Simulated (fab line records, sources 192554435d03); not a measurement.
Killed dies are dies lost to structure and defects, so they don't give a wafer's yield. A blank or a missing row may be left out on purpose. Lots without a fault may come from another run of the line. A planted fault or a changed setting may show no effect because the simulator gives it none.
fab line records | flow n5_finfet
record lots=9 wafers=27 last_day=18
route steps=1938 shown BEOL_M1@830 BEOL_M2@851 BEOL_M4@1111 PASSIVATION@1936
lots that met no fault: from a run of the same line without faults
start_h: hours from the record's first day to the start of the lot's first wafer shown | wait_h: hours since the lot's step before | " the same as in the row above | L1.1+2: a row that stands for several wafers | - no value, or no start given | * or withheld: withheld | < > ~ a bound
route shown NAME@n: a module of which the file shows steps, and the number in the route of the first | usual: mean/standard deviation of fault-free wafers | same: alike in all rows | chamber/n: place in a boat | sites: the reading at each site | _std_site: their standard deviation | _edge_site: outer sites' mean less inner sites' | radius_mm: how far each site lies from the wafer's centre | mask NAME#n: copy n | behind: the tool/chamber that last shaped the wafer | hold: why the lot was held/for how many hours/how that ended | device: the transistor (n, p or np) that didn't switch | end of line: the same wafers' tests at the end of the route | a step without rows: its recipe alone | killed: dies lost to structure and defects at the first sort, not the wafer's yield | map: a wafer's dies, x killed, . not, _ none there
set.NAME: the setting as run; set.NAME@STEP: as run at that earlier step | model.NAME: the simulator's own value behind a step, which no gauge read
steps of the route over a sample of lots; a table a step, a row a wafer
services: from which hour (start_h, from the record's first day; less than 0 if before it) a tool's chamber was out of use, for how many hours, and why
## steps
# step N5_BEOL_M1_SPUTTER_96
# recipe material=Cu target_thk_a=45 temp_c=-20 chamber_pressure_pa=0.07 power_w=withheld time_s=8.29
# usual substrate_temp_c=-19.99/0.1 throttle_valve_pct=29.6/1
# columns lot.wafer tool chamber start_h wait_h substrate_temp_c throttle_valve_pct
L606.1 pvd_sputter-01 - 138.40 0.1 -20.01 31.0
L606.2 " - " " -19.84 29.2
L606.3 " - " " -19.78 30.4
L612.1 pvd_sputter-02 - 163.90 0.1 -20.04 29.0
L612.4 " - " " -20.10 30.4
L612.6 " - " " -19.81 30.2
L611.3 pvd_sputter-03 - 164.08 0.1 -20.04 31.2
L611.4 " - " " -20.07 29.3
L611.6 " - " " -19.99 29.5
L615.1 pvd_sputter-02 - 190.25 0.1 -20.17 30.3
L615.2 " - " " -20.01 28.8
L615.5 " - " " -19.95 29.5
L622.2 pvd_sputter-01 - 223.84 0.1 -20.03 28.7
L622.3 " - " " -19.91 31.4
L622.4 " - " " -19.93 28.0
L624.2 pvd_sputter-03 - 243.85 0.1 -20.09 30.0
L624.5 " - " " -20.01 28.1
L624.6 " - " " -20.01 29.4
L626.4 pvd_sputter-03 - 251.29 0.1 -20.10 29.5
L626.5 " - " " -19.78 27.9
L626.6 " - " " -19.87 29.3
L627.2 pvd_sputter-01 - 255.83 0.1 -19.94 31.1
L627.4 " - " " -20.00 28.4
L627.5 " - " " -19.90 30.4
L629.4 pvd_sputter-01 - 273.94 0.1 -19.99 31.2
L629.5 " - " " -19.86 28.9
L629.6 " - " " -20.08 31.3
# step N5_BEOL_M1_CMP_52
# recipe stop_on=SiOC t_overpolish_s=6.8 down_force_psi=1 platen_rpm=50 clearing_platen_down_force_psi=1.5 clearing_platen_rpm=50 post_cmp_clean=cu_alkaline target_thk_nm=40 clearing_platen_pad_velocity_m_s=0.99484 pad_velocity_m_s=0.99484
# usual barrier_field_endpoint_s=24.7/0.72 clearing_platen_down_force_psi=1.500/0.003 motor_current_A=5.8/0.55 overpolish_run_s=6.799/0.0092 time_to_endpoint_s=63/3.4
# columns lot.wafer tool chamber start_h wait_h barrier_field_endpoint_s clearing_platen_down_force_psi motor_current_A overpolish_run_s time_to_endpoint_s
L606.3 cmp-01 0 138.89 0.2 23.6 1.499 4.8 6.791 63
L606.2 " 1 " " 25.4 1.495 5.4 6.796 69
L606.1 " 3 " " 24.7 1.501 6.7 6.798 70
L612.1 cmp-04 2 164.39 0.3 25.2 1.493 5.4 6.795 65
L612.4 " 0 " " 24.8 1.504 5.3 6.789 64
L612.6 " 2 " " 24.5 1.495 5.2 6.791 61
L611.4 cmp-04 1 164.66 0.2 24.8 1.503 6.6 6.797 66
L611.3 " 3 " " 24.3 1.492 5.5 6.789 59
L611.6 " 0 " " 25.2 1.505 5.3 6.795 62
L615.1 cmp-01 0 190.74 0.3 24.6 1.499 5.3 6.806 58
L615.2 " 1 " " 25.1 1.501 5.5 6.788 65
L615.5 " 1 " " 24.8 1.500 5.7 6.795 64
L622.3 cmp-01 1 224.34 0.2 25.9 1.504 5.9 6.796 68
L622.2 " 3 " " 25.7 1.502 6.4 6.793 68
L622.4 " 0 " " 25.3 1.507 5.1 6.807 63
L624.2 cmp-04 1 244.35 0.2 25.3 1.502 6.5 6.794 69
L624.5 " 1 " " 26.1 1.503 6.5 6.801 69
L624.6 " 2 " " 25.5 1.500 5.2 6.791 65
L626.4 cmp-04 0 251.82 0.2 25.2 1.501 5.6 6.776 70
L626.5 " 3 " " 24.4 1.502 6.0 6.792 67
L626.6 " 0 " " 25.1 1.499 5.3 6.808 68
L627.2 cmp-04 0 256.36 0.2 25.4 1.500 5.1 6.803 66
L627.4 " 2 " " 25.7 1.501 4.9 6.801 66
L627.5 " 0 " " 26.2 1.503 5.1 6.792 68
L629.4 cmp-02 1 274.43 0.1 24.2 1.503 5.8 6.812 59
L629.6 " 1 " " 23.6 1.501 5.8 6.799 56
L629.5 " 2 " " 24.1 1.504 6.4 6.808 60
# step N5_BEOL_M1_DEP_57
# recipe material=SiCN target_thk_a=80 temp_c=withheld precursor=3MS/NH3 pressure_torr=3 rf_w=202 time_s=14
# usual showerhead_plenum_p_Torr=3.668/0.014 throttle_valve_pct=9.2/0.39
# columns lot.wafer tool chamber start_h wait_h showerhead_plenum_p_Torr throttle_valve_pct
L606.1 pecvd-03 0 139.38 0.0 3.684 9.0
L606.2 " 1 " " 3.643 9.4
L606.3 " 2 " " 3.670 8.7
L612.1 pecvd-01 1 164.88 0.0 3.690 9.5
L612.4 " 2 " " 3.682 9.3
L612.6 " 0 " " 3.652 8.9
L611.3 pecvd-03 1 165.13 0.0 3.644 9.4
L611.4 " 0 " " 3.686 9.3
L611.6 " 1 " " 3.655 9.7
L615.1 pecvd-02 2 191.25 0.0 3.654 8.7
L615.2 " 0 " " 3.673 9.4
L615.5 " 1 " " 3.680 8.8
L622.2 pecvd-01 1 224.84 0.0 3.695 9.8
L622.3 " 1 " " 3.686 9.9
L622.4 " 0 " " 3.648 9.4
L624.2 pecvd-03 2 244.84 0.0 3.666 8.9
L624.5 " 2 " " 3.671 8.5
L624.6 " 0 " " 3.681 9.2
L626.4 pecvd-03 1 252.30 0.0 3.657 9.2
L626.5 " 2 " " 3.665 9.0
L626.6 " 0 " " 3.682 8.9
L627.2 pecvd-02 0 256.81 0.0 3.666 10.0
L627.4 " 2 " " 3.660 8.9
L627.5 " 1 " " 3.684 8.9
L629.4 pecvd-01 1 274.95 0.0 3.693 9.9
L629.5 " 0 " " 3.655 9.2
L629.6 " 2 " " 3.672 8.3
# step N5_BEOL_M2_EXPOSE_08
# recipe mask_id=M2 na=0.33 source_shape=dipole sigma_inner=0.369 sigma_outer=0.767 polarization=unpolarized dose_mj=41.25
# usual exposure_dose_mJ_cm2=41.49/0.2 focus_offset_nm=0.0/0.55 reticle_temp_C=23.01/0.11
# columns lot.wafer tool chamber start_h wait_h mask exposure_dose_mJ_cm2 focus_offset_nm reticle_temp_C
L606.1 euv_scanner-02 0 141.11 - M2#0 41.59 0.1 22.94
L606.2 " 0 " " M2#0 41.59 0.3 23.05
L606.3 " 0 " " M2#0 41.61 0.8 22.85
L612.1 euv_scanner-01 0 167.85 - M2#0 41.25 0.2 23.07
L612.4 " 0 " " M2#0 41.20 1.0 23.01
L612.6 " 0 " " M2#0 41.26 0.4 23.12
L611.3 euv_scanner-01 0 168.22 - M2#0 41.24 0.0 23.12
L611.4 " 0 " " M2#0 41.26 -0.5 23.21
L611.6 " 0 " " M2#0 41.22 -0.4 23.11
L615.1 euv_scanner-01 0 192.38 - M2#0 41.32 -0.5 22.97
L615.2 " 0 " " M2#0 41.22 0.1 23.01
L615.5 " 0 " " M2#0 41.26 -0.6 23.07
L622.2 euv_scanner-01 0 225.59 - M2#0 45.42 0.2 22.83
L622.3 " 0 " " M2#0 45.47 0.2 22.87
L622.4 " 0 " " M2#0 45.48 0.4 23.02
L624.2 euv_scanner-02 0 245.82 - M2#0 41.69 0.9 22.96
L624.5 " 0 " " M2#0 41.63 0.1 22.98
L624.6 " 0 " " M2#0 41.64 -0.1 22.89
L626.4 euv_scanner-02 0 253.47 - M2#0 41.68 0.7 22.89
L626.5 " 0 " " M2#0 41.58 0.3 22.96
L626.6 " 0 " " M2#0 41.62 -0.7 22.89
L627.2 euv_scanner-01 0 261.94 - M2#0 44.63 0.1 23.05
L627.4 " 0 " " M2#0 44.62 0.5 22.99
L627.5 " 0 " " M2#0 44.61 0.5 23.01
L629.4 euv_scanner-02 0 276.21 - M2#0 41.58 0.0 22.95
L629.5 " 0 " " M2#0 41.59 0.1 22.98
L629.6 " 0 " " M2#0 41.69 -0.9 23.08
# step N5_BEOL_M2_CD_MEAS_11
# recipe target_cd_nm=16.79 landing_energy_ev=500 detector=se_inlens polarity=opening
# usual cd_nm=16.79/0.23
# columns lot.wafer tool chamber start_h wait_h cd_nm
L606.1 cd_sem-03 0 141.24 - 16.78
L606.2 " 0 " " 16.94
L606.3 " 0 " " 17.12
L612.1 cd_sem-02 0 167.98 - 16.86
L612.4 " 0 " " 16.86
L612.6 " 0 " " 16.70
L611.3 cd_sem-03 0 168.34 - 17.08
L611.4 " 0 " " 16.90
L611.6 " 0 " " 16.71
L615.1 cd_sem-02 0 192.51 - 17.08
L615.2 " 0 " " 16.61
L615.5 " 0 " " 16.58
L622.2 cd_sem-03 0 225.72 - 18.75
L622.3 " 0 " " 18.41
L622.4 " 0 " " 18.74
L624.2 cd_sem-03 0 245.95 - 16.72
L624.5 " 0 " " 16.65
L624.6 " 0 " " 16.77
L626.4 cd_sem-03 0 253.59 - 16.74
L626.5 " 0 " " 16.88
L626.6 " 0 " " 16.69
L627.2 cd_sem-01 0 262.07 - 18.39
L627.4 " 0 " " 18.87
L627.5 " 0 " " 18.69
L629.4 cd_sem-02 0 276.32 - 16.62
L629.5 " 0 " " 16.57
L629.6 " 0 " " 16.53
# step N5_BEOL_M2_CD_MEAS_18
# recipe pitch_nm=36 target_cd_nm=18
# usual cd_nm=17.9/0.35
# columns lot.wafer tool chamber start_h wait_h cd_nm
L606.1 cd_sem-01 - 141.80 0.0 18.4
L606.2 " - " " 17.9
L606.3 " - " " 18.0
L612.1 cd_sem-02 - 168.54 0.0 18.0
L612.4 " - " " 18.5
L612.6 " - " " 18.3
L611.3 cd_sem-01 - 168.89 0.1 18.0
L611.4 " - " " 18.4
L611.6 " - " " 18.0
L615.1 cd_sem-02 - 193.18 0.0 17.8
L615.2 " - " " 16.9
L615.5 " - " " 17.2
L622.2 cd_sem-03 - 227.01 0.1 19.6
L622.3 " - " " 19.7
L622.4 " - " " 20.2
L624.2 cd_sem-03 - 246.75 0.1 17.9
L624.5 " - " " 17.9
L624.6 " - " " 18.2
L626.4 cd_sem-03 - 254.24 0.1 18.0
L626.5 " - " " 17.7
L626.6 " - " " 17.4
L627.2 cd_sem-03 - 262.72 0.1 20.4
L627.4 " - " " 19.5
L627.5 " - " " 19.7
L629.4 cd_sem-02 - 276.88 0.1 18.1
L629.5 " - " " 18.1
L629.6 " - " " 17.7
# step N5_BEOL_M4_RC_MEAS_101
# usual DIBL_N=36.9/1.7 DIBL_P=36.7/2.1 IOFF_N=0.17/0.032 IOFF_P=0.22/0.036 ION_N=674/12 ION_P=461/7 SS_N=71.7/0.6 SS_P=73.4/0.67 VT_N=249/3.1 VT_P=-250/3.2
# columns lot.wafer tool chamber start_h wait_h DIBL_N[mV/V] DIBL_P[mV/V] IOFF_N[nA/um] IOFF_P[nA/um] ION_N[uA/um] ION_P[uA/um] SS_N[mV/dec] SS_P[mV/dec] VT_N[mV] VT_P[mV]
L606.1 prober-01 0 169.52 0.0 35.5 35.5 0.14 0.18 657 448 71.7 72.8 253 -254
L606.2 " 0 " " 36.4 36.6 0.15 0.20 674 464 71.3 73.2 254 -251
L606.3 " 0 " " 35.7 34.9 0.14 0.18 666 456 70.9 73.1 250 -251
L612.1 prober-01 0 196.96 0.0 38.8 41.7 0.23 0.27 694 468 72.2 74.3 245 -251
L612.4 " 0 " " 36.9 38.2 0.18 0.21 676 452 71.8 73.9 250 -252
L612.6 " 0 " " 37.5 38.4 0.19 0.21 683 456 71.6 74.3 248 -254
L611.3 prober-02 0 197.64 0.4 38.0 40.4 0.20 0.27 687 469 72.1 73.6 244 -246
L611.4 " 0 " " 35.7 36.3 0.16 0.20 670 464 71.7 72.8 248 -251
L611.6 " 0 " " 37.3 39.3 0.18 0.26 671 463 72.3 73.7 248 -248
L615.1 prober-01 0 221.92 0.0 34.8 34.7 0.15 0.20 662 461 71.6 72.5 251 -249
L615.2 " 0 " " 34.6 34.8 0.13 0.21 657 454 70.7 71.8 253 -252
L615.5 " 0 " " 35.2 35.8 0.15 0.23 673 464 71.5 72.8 251 -249
L624.2 prober-02 0 279.27 0.2 36.3 35.0 0.17 0.26 681 470 71.5 72.7 247 -245
L624.5 " 0 " " 34.8 33.8 0.13 0.23 668 469 71.8 72.6 254 -245
L624.6 " 0 " " 37.2 35.8 0.18 0.26 681 471 71.3 73.8 247 -245
L626.4 prober-01 0 289.45 0.5 35.4 37.3 0.16 0.21 681 464 71.1 73.6 248 -250
L626.5 " 0 " " 37.0 37.7 0.17 0.22 682 465 70.8 73.7 248 -249
L626.6 " 0 " " 35.2 37.1 0.15 0.21 682 461 71.0 73.0 250 -249
L629.4 prober-01 0 312.33 0.5 39.1 38.5 0.18 0.23 663 460 71.9 74.1 251 -249
L629.5 " 0 " " 37.7 37.1 0.16 0.22 659 458 72.1 73.7 252 -248
L629.6 " 0 " " 39.5 39.5 0.19 0.26 681 467 72.8 73.8 251 -247
# step N5_PASSIVATION_PROBE_49
# usual defect_limited_yield=91.7/1.5 killed_at_M0_to_M3=32/9.6 killed_at_M4_up=13/5.3 killed_at_contacts=12/6.8 killed_at_front_end=36/9.8 killed_at_other=4/3.1 killed_dies=98/17 killed_on_rim=13/4 killed_open=65/13 killed_short=32/8.5 sort_bin_5_function=4.9/0.93 sort_bin_6_memory=3.2/0.67 sort_bin_8_speed=0.00/0.02 sort_n_pass=1082/17
# same gross_dies=1180 killed_at_back_side=0 sort_bin_4_leakage[%]=0
# columns lot.wafer tool chamber start_h wait_h defect_limited_yield[%] killed_at_M0_to_M3 killed_at_M4_up killed_at_contacts killed_at_front_end killed_at_other killed_dies killed_on_rim killed_open killed_short sort_bin_5_function[%] sort_bin_6_memory[%] sort_bin_8_speed[%] sort_n_pass
L622.2 prober-01 - 362.13 0.1 0 1116 16 21 25 2 1180 152 61 34 4.4 3.6 0 0
L622.3 prober-01 - 362.18 0.1 0 1120 15 22 22 1 1180 152 58 30 4.2 3.5 0 0
L622.4 prober-01 - 362.23 0.2 0 1119 10 16 33 2 1180 152 67 13 4.1 2.5 0 0
L627.2 prober-01 - 398.46 0.1 0 1117 20 14 25 4 1180 152 56 27 37.6 3.2 0 0
L627.4 prober-01 - 398.56 0.2 0 1105 13 21 36 5 1180 152 64 37 36.9 3.2 0 0
L627.5 prober-01 - 398.61 0.2 0 1126 5 12 33 4 1180 152 58 31 34.6 3.3 0 0
# killed by level:class
L622.2 BEOL_M2:area_expose=1082 MOL_CONTACT_COAG:geometric_particle:open=13 BEOL_M0_SAQP:geometric_particle:short=10 BEOL_M4:geometric_particle:open=9 MOL_CONTACT_COAG:geometric_particle:short=8 BEOL_M0_SAQP:geometric_particle:open=8 BEOL_M3:geometric_particle:open=7 STI_FIN_REVEAL:geometric_particle:open=5
L622.3 BEOL_M2:area_expose=1091 MOL_CONTACT_COAG:geometric_particle:open=18 BEOL_M0_SAQP:geometric_particle:short=8 BEOL_M0_SAQP:geometric_particle:open=7 STI_FIN_REVEAL:geometric_particle:open=5 BEOL_M3:geometric_particle:open=5 MOL_CONTACT_COAG:geometric_particle:short=4 FIN_SAQP:geometric_particle:short=3
L622.4 BEOL_M2:area_expose=1098 MOL_CONTACT_COAG:geometric_particle:open=13 BEOL_M3:geometric_particle:open=13 FIN_SAQP:geometric_particle:open=10 BEOL_M4:geometric_particle:open=6 DUMMY_GATE:geometric_particle:open=5 STI_FIN_REVEAL:geometric_particle:open=4 FIN_SAQP:geometric_particle:short=3
L627.2 BEOL_M2:area_expose=1097 BEOL_M4:geometric_particle:open=12 MOL_CONTACT_COAG:geometric_particle:open=9 BEOL_M3:geometric_particle:open=6 MOL_CONTACT_COAG:geometric_particle:short=5 BEOL_M0_SAQP:geometric_particle:short=5 GATE_CUT:geometric_particle:short=4 BEOL_M4:geometric_particle:short=4
L627.4 BEOL_M2:area_expose=1079 MOL_CONTACT_COAG:geometric_particle:open=15 BEOL_M4:geometric_particle:open=8 STI_FIN_REVEAL:geometric_particle:open=7 MOL_CONTACT_COAG:geometric_particle:short=6 BEOL_M3:geometric_particle:open=6 FIN_SAQP:geometric_particle:short=5 GATE_CUT:geometric_particle:short=5
L627.5 BEOL_M2:area_expose=1091 BEOL_M3:geometric_particle:open=12 BEOL_M0_SAQP:geometric_particle:short=11 FIN_SAQP:geometric_particle:open=9 MOL_CONTACT_COAG:geometric_particle:open=7 BEOL_M0_SAQP:geometric_particle:open=7 STI_FIN_REVEAL:geometric_particle:open=5 MOL_CONTACT_COAG:geometric_particle:short=5
## services
# columns tool chamber start_h hours kind
cmp-01 - 118.20 5.5 pm
cmp-04 - 118.36 4.0 pm
cmp-04 - 122.36 11.9 pm
cmp-01 - 124.34 0.6 repair
pvd_sputter-03 - 124.48 12.1 repair
pvd_sputter-01 - 129.67 3.7 repair
euv_scanner-02 - 131.15 0.8 repair
cmp-04 - 141.18 2.3 repair
cmp-01 - 144.90 0.5 repair
euv_scanner-01 - 145.52 1.0 pm
pvd_sputter-03 - 150.18 7.7 repair
pecvd-01 1 151.00 6.7 repair
euv_scanner-02 - 154.26 1.0 pm
cmp-01 - 159.29 16.0 pm
cmp-01 - 183.14 2.1 repair
euv_scanner-02 - 195.97 4.6 repair
euv_scanner-01 - 201.67 1.0 pm
cmp-04 - 203.67 4.3 repair
pecvd-01 2 209.43 19.8 repair
euv_scanner-02 - 210.41 1.0 pm
euv_scanner-02 - 240.17 4.6 pm
euv_scanner-01 - 257.82 1.0 pm
cmp-04 - 259.58 2.5 repair
euv_scanner-02 - 266.60 1.0 pm
## key
first_sign step=N5_BEOL_M2_EXPOSE_08 reading=exposure_dose_mJ_cm2 direction=up sigmas=18 usual=41.49 struck=45.04
effect step=N5_BEOL_M2_CD_MEAS_11 reading=cd_nm direction=up sigmas=8.2 usual=16.79 struck=18.64 through=control_loop
effect step=N5_BEOL_M2_CD_MEAS_18 reading=cd_nm direction=up sigmas=5.5 usual=17.9 struck=19.8 through=control_loop
effect step=N5_PASSIVATION_PROBE_49 reading=killed_at_M0_to_M3 direction=up sigmas=99+ usual=32 struck=1117
more_kills_born_at N5_BEOL_M2_EXPOSE_08@euv_scanner-01=6538
met_at N5_BEOL_M2_EXPOSE_08
struck_lots L622,L627
later_rows_left_out L622.2,L622.3,L622.4,L627.2,L627.4,L627.5
loop_trim step=N5_BEOL_M2_EXPOSE_08 setting=dose lots=L627
not_acting_at N5_BEOL_M1_SPUTTER_96,N5_BEOL_M1_CMP_52,N5_BEOL_M1_DEP_57
onset_between 192.38 225.59
fault kind=process_parameter_drift tool=euv_scanner-01 chamber=- onset_h=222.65 steps=N5_BEOL_M2_EXPOSE_08 channel=dose_mj offset=4.2182 shape=step acts_in=these_recipes_only stated=41.25
# later_rows_left_out: the simulator's readings of these wafers behind a module that went badly wrong aren't trusted and aren't shown, but for the sort
# loop_trim: a control loop set the setting to another value than it would have without faults
